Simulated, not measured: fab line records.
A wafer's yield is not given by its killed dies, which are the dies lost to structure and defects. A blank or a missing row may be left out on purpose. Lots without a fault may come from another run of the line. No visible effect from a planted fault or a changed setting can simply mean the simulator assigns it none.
Matching of chambers :: flow n5Finfet :: N5_SD_EPI_P_SD_RECESS_17 on rieSi-01: 4 sister chambers
The step chemistry HBr/Cl2/O2, target depth 39.1 nm, bt time 3 s. 18 wafers are shown with their chamber, then 9 later ones without.

EACH WAFER AND ITS CHAMBER
wafer: L074.3
chamber: 0
throttleValvePct (%): 37.2
drypumpMotorCurrentA (A): 5.7
oes_o_777_au (a.u.): 1.031

wafer: L074.4
chamber: 1
throttleValvePct (%): 37.9
drypumpMotorCurrentA (A): 5.8
oes_o_777_au (a.u.): 0.974

wafer: L074.5
chamber: 2
throttleValvePct (%): 36.6
drypumpMotorCurrentA (A): 5.0
oes_o_777_au (a.u.): 0.985

wafer: L075.2
chamber: 1
throttleValvePct (%): 37.9
drypumpMotorCurrentA (A): 5.8
oes_o_777_au (a.u.): 0.976

wafer: L075.5
chamber: 2
throttleValvePct (%): 36.6
drypumpMotorCurrentA (A): 5.1
oes_o_777_au (a.u.): 0.987

wafer: L075.6
chamber: 3
throttleValvePct (%): 36.7
drypumpMotorCurrentA (A): 6.3
oes_o_777_au (a.u.): 1.027

wafer: L076.1
chamber: 2
throttleValvePct (%): 36.6
drypumpMotorCurrentA (A): 5.1
oes_o_777_au (a.u.): 0.984

wafer: L076.4
chamber: 1
throttleValvePct (%): 37.9
drypumpMotorCurrentA (A): 5.8
oes_o_777_au (a.u.): 0.977

wafer: L076.6
chamber: 1
throttleValvePct (%): 37.9
drypumpMotorCurrentA (A): 5.8
oes_o_777_au (a.u.): 0.981

wafer: L077.3
chamber: 2
throttleValvePct (%): 36.6
drypumpMotorCurrentA (A): 5.0
oes_o_777_au (a.u.): 0.982

wafer: L077.5
chamber: 1
throttleValvePct (%): 37.9
drypumpMotorCurrentA (A): 5.8
oes_o_777_au (a.u.): 0.970

wafer: L077.6
chamber: 2
throttleValvePct (%): 36.6
drypumpMotorCurrentA (A): 5.0
oes_o_777_au (a.u.): 0.982

wafer: L081.1
chamber: 3
throttleValvePct (%): 36.7
drypumpMotorCurrentA (A): 6.4
oes_o_777_au (a.u.): 1.031

wafer: L081.5
chamber: 3
throttleValvePct (%): 36.7
drypumpMotorCurrentA (A): 6.4
oes_o_777_au (a.u.): 1.026

wafer: L081.6
chamber: 0
throttleValvePct (%): 37.2
drypumpMotorCurrentA (A): 5.7
oes_o_777_au (a.u.): 1.027

wafer: L083.2
chamber: 3
throttleValvePct (%): 36.7
drypumpMotorCurrentA (A): 6.3
oes_o_777_au (a.u.): 1.023

wafer: L083.5
chamber: 1
throttleValvePct (%): 37.9
drypumpMotorCurrentA (A): 5.8
oes_o_777_au (a.u.): 0.973

wafer: L083.6
chamber: 0
throttleValvePct (%): 37.1
drypumpMotorCurrentA (A): 5.7
oes_o_777_au (a.u.): 1.021

SIGNATURES (averages over the wafers above)
reading: throttleValvePct
chamber 0: 37.167
chamber 1: 37.900
chamber 2: 36.600
chamber 3: 36.700
scatter within a chamber: 0.0218

reading: drypumpMotorCurrentA
chamber 0: 5.700
chamber 1: 5.800
chamber 2: 5.040
chamber 3: 6.350
scatter within a chamber: 0.0396

reading: oes_o_777_au
chamber 0: 1.02633
chamber 1: 0.97517
chamber 2: 0.98400
chamber 3: 1.02675
scatter within a chamber: 0.00351
Rule: a wafer lies at a distance from a chamber equal to the root of the sum of squares, over the readings, of (its reading less the chamber's mean, divided by the reading's scatter). The wafer belongs to the nearest chamber; if the next one is less than 2 further off, it can't be placed. The scatter is the square root of a quotient: the sum, over the shown wafers, of each reading's squared deviation from its chamber's mean, divided by wafers minus chambers.

WAFERS WITH NO CHAMBER GIVEN
wafer: L089.1
throttleValvePct (%): 37.9
drypumpMotorCurrentA (A): 5.8
oes_o_777_au (a.u.): 0.982

wafer: L089.4
throttleValvePct (%): 36.7
drypumpMotorCurrentA (A): 6.3
oes_o_777_au (a.u.): 1.032

wafer: L089.5
throttleValvePct (%): 37.2
drypumpMotorCurrentA (A): 5.7
oes_o_777_au (a.u.): 1.028

wafer: L090.1
throttleValvePct (%): 37.2
drypumpMotorCurrentA (A): 5.7
oes_o_777_au (a.u.): 1.028

wafer: L090.2
throttleValvePct (%): 36.7
drypumpMotorCurrentA (A): 6.3
oes_o_777_au (a.u.): 1.023

wafer: L090.5
throttleValvePct (%): 37.2
drypumpMotorCurrentA (A): 5.7
oes_o_777_au (a.u.): 1.032

wafer: L096.1
throttleValvePct (%): 37.9
drypumpMotorCurrentA (A): 5.8
oes_o_777_au (a.u.): 0.972

wafer: L096.3
throttleValvePct (%): 37.1
drypumpMotorCurrentA (A): 5.7
oes_o_777_au (a.u.): 1.023

wafer: L096.5
throttleValvePct (%): 36.7
drypumpMotorCurrentA (A): 6.3
oes_o_777_au (a.u.): 1.035

EACH ONE'S CHAMBER
wafer: L089.1
from the rows above: 1
in truth: 1

wafer: L089.4
from the rows above: 3
in truth: 3

wafer: L089.5
from the rows above: 0
in truth: 0

wafer: L090.1
from the rows above: 0
in truth: 0

wafer: L090.2
from the rows above: 3
in truth: 3

wafer: L090.5
from the rows above: 0
in truth: 0

wafer: L096.1
from the rows above: 1
in truth: 1

wafer: L096.3
from the rows above: 0
in truth: 0

wafer: L096.5
from the rows above: 3
in truth: 3
Placed correctly: 9 of 9. Left unplaced by these rows: 0. Placed wrongly: 0.
